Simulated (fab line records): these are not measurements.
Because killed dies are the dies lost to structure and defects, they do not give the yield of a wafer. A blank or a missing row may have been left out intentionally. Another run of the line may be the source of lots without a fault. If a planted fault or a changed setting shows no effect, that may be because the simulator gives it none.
Struck lot and sound lot, side by side ; flow n5_finfet ; 41 out of 1938 route steps
Sound: the wafers L674.1, L674.2, L674.4. Struck: wafers L667.3, L667.4. (L667.6 of the same lot was not struck and is left out.) The cause comes at the end.
Order at every step that has rows: each side's tool, ch and its chambers, its first start. Under that, the readings that differ: sound wafers ; struck wafers ; difference of the means ; sigmas: that difference in standard deviations of wafers without a fault.
alike: words and numbers the same on both sides, and readings whose means are apart by under 2 such deviations; not compared: readings that were withheld, readings missing a value for some wafer, numbers with overlapping values and no deviation given by the record, and bounds like >300 which may hide the same value.
A row with sigmas, a row that says differs or no value, or rows on one side alone: a step with any of these is where the two part. Numbers that have no deviation but don't overlap get no sigmas and don't part them. A reading that every wafer of one side lacks parts them only if that side has two wafers or more.

first, 1 step without rows for these wafers: N5_BEOL_M10_STRIP_77 (strips in N2/H2, time 10 s).
N5_BEOL_M10_OCD_MEAS_38:
  sound: ocd-02 at day 16 08:42; struck: ocd-01 at day 14 10:28
  alike: trench_depth_nm
then, 4 steps without rows for these wafers: N5_BEOL_M10_HM_STRIP_39 (strips TiN in peroxide tin strip, target depth 25 nm, time 158 s); N5_BEOL_M10_SRD_40 (time 30 s); N5_BEOL_M10_PRECLEAN_42 (cleans in residue remover, time 60 s); N5_BEOL_M10_SRD_43 (time 30 s).
N5_BEOL_M10_CD_MEAS_35: the cd target is 70 nm.
  sound: cd_sem-01 at day 16 08:51; struck: cd_sem-03 at day 14 10:37
  alike: cd_nm
then, 1 step without rows for these wafers: N5_BEOL_M10_CURE_72 (cures SiCOH lowk, time 120 s).
N5_BEOL_M10_DEGAS_44: time 60 s.
  sound: pvd_sputter-03 at day 16 09:32; struck: pvd_sputter-03 at day 14 10:59
  alike: heater_power_w
N5_BEOL_M10_PRE_CLEAN_45: time 30 s.
  sound: pvd_sputter-03 at day 16 09:35; struck: pvd_sputter-03 at day 14 11:02
  alike: heater_power_w
then, 2 steps without rows for these wafers: N5_BEOL_M10_ALD_74 (deposits TaN, target thk 2 nm, pulse time 2 s, purge time 3 s); N5_BEOL_M10_SURFACE_TREAT_76.
N5_BEOL_M10_CVD_75: deposits Co from CCTBA/H2, target thk 2 nm, time 138.9 s.
  sound on cvd_co-01 ch 0,1, day 16 10:23; struck on cvd_co-02 ch 1, day 14 11:34
  not compared: since_wet_clean_h
then, 3 steps without rows for these wafers: N5_BEOL_M10_SPUTTER_48 (material Cu, target thk 12 nm, time 2 s); N5_BEOL_M10_ECD_50 (material Cu, target thk 318 nm); N5_BEOL_M10_ANNEAL_51 (time 90 s).
N5_BEOL_M10_CMP_52: polishes, stops on SiCOH lowk, t overpolish 7 s, target thk 140 nm.
  sound on cmp-01 ch 0,2,3, day 16 11:15; struck on cmp-01 ch 1,3, day 14 12:40
  alike: barrier_field_endpoint_s, clearing_platen_down_force_psi, motor_current_A, overpolish_run_s, time_to_endpoint_s
N5_BEOL_M10_THK_MEAS_53: measures by xrf.
  sound: film_metro-01 at day 16 11:31; struck: film_metro-01 at day 14 12:58
  alike: M10_THK
then, 2 steps without rows for these wafers: N5_BEOL_M10_PRE_CLEAN_55 (time 15 s); N5_BEOL_M10_DEP_56 (deposits SiCN from 3MS/NH3, target thk 15 nm, time 26.5 s).
N5_BEOL_M10_RS_MEAS_57: measures by four-point-probe.
  sound: film_metro-01 at day 16 11:38; struck: film_metro-02 at day 14 13:06
  alike: M10_RS
then, 2 steps without rows for these wafers: N5_BEOL_M11_ILD_DEP_00 (deposits SiCOH lowk from DEMS/porogen, target thk 308.51 nm, time 58 s); N5_BEOL_M11_CURE_71 (cures SiCOH lowk, time 240 s).
N5_BEOL_M11_THK_MEAS_01:
  sound: film_metro-01 at day 16 12:19; struck: film_metro-01 at day 14 13:45
  alike: M11_ILD_THK
then, 1 step without rows for these wafers: N5_BEOL_M11_PECVD_70 (deposits SiO2 from TEOS/O2, target thk 20 nm, time 22.7 s).
N5_BEOL_M11_HM_DEP_02: deposits TiN, target thk 20 nm.
  sound: pvd_sputter-03 at day 16 12:30; struck: pvd_sputter-03 at day 14 14:33
  alike: throttle_valve_pct
then, 8 steps without rows for these wafers: N5_BEOL_M11_COAT_59 (time 60 s, resist thk 100 nm); N5_BEOL_M11_COAT_60 (time 60 s, resist thk 30 nm); N5_BEOL_M11_COAT_05 (resist thk 90 nm); N5_BEOL_M11_EBR_07; N5_BEOL_M11_SOFTBAKE_06 (time 60 s); N5_BEOL_M11_EXPOSE_08 (exposes mask M11); N5_BEOL_M11_PEB_09 (peb time 60 s); N5_BEOL_M11_DEVELOP_10 (develop time 30 s).
N5_BEOL_M11_CD_MEAS_11: the cd target is 64.1 nm.
  sound on cd_sem-02 ch 0, day 16 16:11; struck on cd_sem-03 ch 0, day 14 14:56
reading;sound;struck;difference;sigmas
cd_nm (nm);62.6 62.5 63.2;64.6 64.4;+1.7;+2
N5_BEOL_M11_OVL_MEAS_12:
  sound on overlay-01 ch 0, day 16 16:14; struck on overlay-01 ch 0, day 14 14:57
  alike: M11_OVL
N5_BEOL_M11_DESCUM_16: chemistry O2, time 7.9 s.
  sound on rie_diel-02 ch 1,2,3, day 16 16:30; struck on rie_diel-06 ch 0,2, day 14 15:02
reading;sound;struck;difference;sigmas
rf_hours_counter_h (h);228 184 197;67 132;-104;
  alike: drypump_motor_current_A, oes_product_au, rf_vpp_V, showerhead_plenum_p_Torr, temp_c, throttle_valve_pct
then, 3 steps without rows for these wafers: N5_BEOL_M11_ETCH_61 (etches SiARC in CF4, target depth 39 nm, time 65 s); N5_BEOL_M11_ETCH_62 (etches SOC in N2/H2, target depth 110 nm, overetch 22 nm, time 165 s); N5_BEOL_M11_STRIP_68 (strips in N2/H2).
N5_PASSIVATION_PROBE_49:
  record: rows for the struck wafers here (prober-02, day 16 09:37), none for the sound ones

## WHERE THEY PART
Earliest at N5_BEOL_M11_CD_MEAS_11; latest, in this record, at N5_PASSIVATION_PROBE_49.

WHY: what the simulator had put in
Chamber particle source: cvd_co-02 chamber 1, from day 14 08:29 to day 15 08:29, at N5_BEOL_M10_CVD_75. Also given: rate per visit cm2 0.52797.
